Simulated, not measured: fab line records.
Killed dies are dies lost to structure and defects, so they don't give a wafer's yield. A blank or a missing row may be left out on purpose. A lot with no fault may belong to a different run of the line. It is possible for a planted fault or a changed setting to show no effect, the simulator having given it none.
Code-filled problem report in 8D (eight disciplines) form | flow nand_harc | the parts of the form that need people (team, actions taken, sign-off) are left out

1. PROBLEM STATEMENT
Mean of cd_nm at NHARC_A_M1_CD_MEAS_09: 145.8 nm across 6 wafers in 2 lots; on wafers with no fault it is 120.0 nm (standard deviation 0.57). Relative to the usual mean, that is a shift of +45 standard deviations.
The step: target cd 120 nm.
Seen first at day 28 12:20 on cd_sem-02, wafer L368.1. At this step, 42 wafers from 14 lots have a number in the record. Rule for "out" (also "out of limits"): further than 4 standard deviations from the usual mean. The other wafers with a number count as sound.

2. WHAT IT IS, AND WHAT IT ISN'T
question                    | is                     | is not
which readings at this step | cd_nm                  | -
which lots                  | L368, L369             | L355, L357, L358, L359, L360, L362, L370, L372, L374, L375, L377, L378
which wafers of those lots  | all that have a number | -
read on which gauges        | cd_sem-02, cd_sem-03   | cd_sem-01
when                        | from day 28 12:20      | up to then (18 sound wafers); but 18 sound wafers of L370, L372, L374, L375, L377, L378 came after

3. WHAT RULES OUT EACH SUSPECT
Counting: a tool at any process step up to the reading remains a suspect when it ran all the lots that are out and ran no sound lot after the first of those.
- the gauge at NHARC_A_M1_CD_MEAS_09: ruled out. The wafers that are out were read on 2 gauges (cd_sem-02, cd_sem-03).
- arfi_scanner-03 at NHARC_A_M1_EXPOSE_06 (exposes mask A M1, target cd 120 nm): kept. It processed each lot that is out, first L368 at day 28 12:11, and no sound lot thereafter; up to then, the last sound lot it processed was L362 at day 25 12:37. On those wafers its own readings are out: exposure_dose_mJ_cm2.
Left after counting: arfi_scanner-03 at NHARC_A_M1_EXPOSE_06.

4. THE CAUSE (what the simulator had put in)
Drift in process parameters on arfi_scanner-03 at NHARC_A_M1_EXPOSE_06, starting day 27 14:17. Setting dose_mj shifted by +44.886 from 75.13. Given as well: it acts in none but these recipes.
Only this tool survived the counting.

5. THE EFFECT CHAIN, in route order
Rows list readings where the struck wafers' mean (over those with a number) sits beyond 3 standard deviations from the usual. Scope: only readings with a usual standard deviation given in the record; hours: median across lots of the time from each lot's start at the first step in this table that gives one to its start at this step; sigmas: change in usual standard deviations.
hours | step                  | reading              | usual    | on struck wafers | change | sigmas
0     | NHARC_A_M1_EXPOSE_06  | exposure_dose_mJ_cm2 | 75.12    | 116.17           | +41.05 | +99 or more
0     | NHARC_A_M1_CD_MEAS_09 | cd_nm                | 120.0 nm | 145.8            | +25.8  | +45
Its process steps:
- NHARC_A_M1_EXPOSE_06: exposes mask A M1, target cd 120 nm.

6. HOW IT WOULD HAVE BEEN CAUGHT EARLIER
Counted from the fault's start at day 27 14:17, it took 22 hours until the first out-of-limits reading at a measuring or inspecting step in this record, taken at day 28 12:20.
Tool's own readings at NHARC_A_M1_EXPOSE_06, exposure_dose_mJ_cm2: out on all struck wafers the step has rows for; an alarm limit on them would have tripped on the first.
Of the lots that are out (2), L369 began NHARC_A_M1_EXPOSE_06 on arfi_scanner-03 after day 28 12:20. It would have been spared by a hold on the tool at that moment.
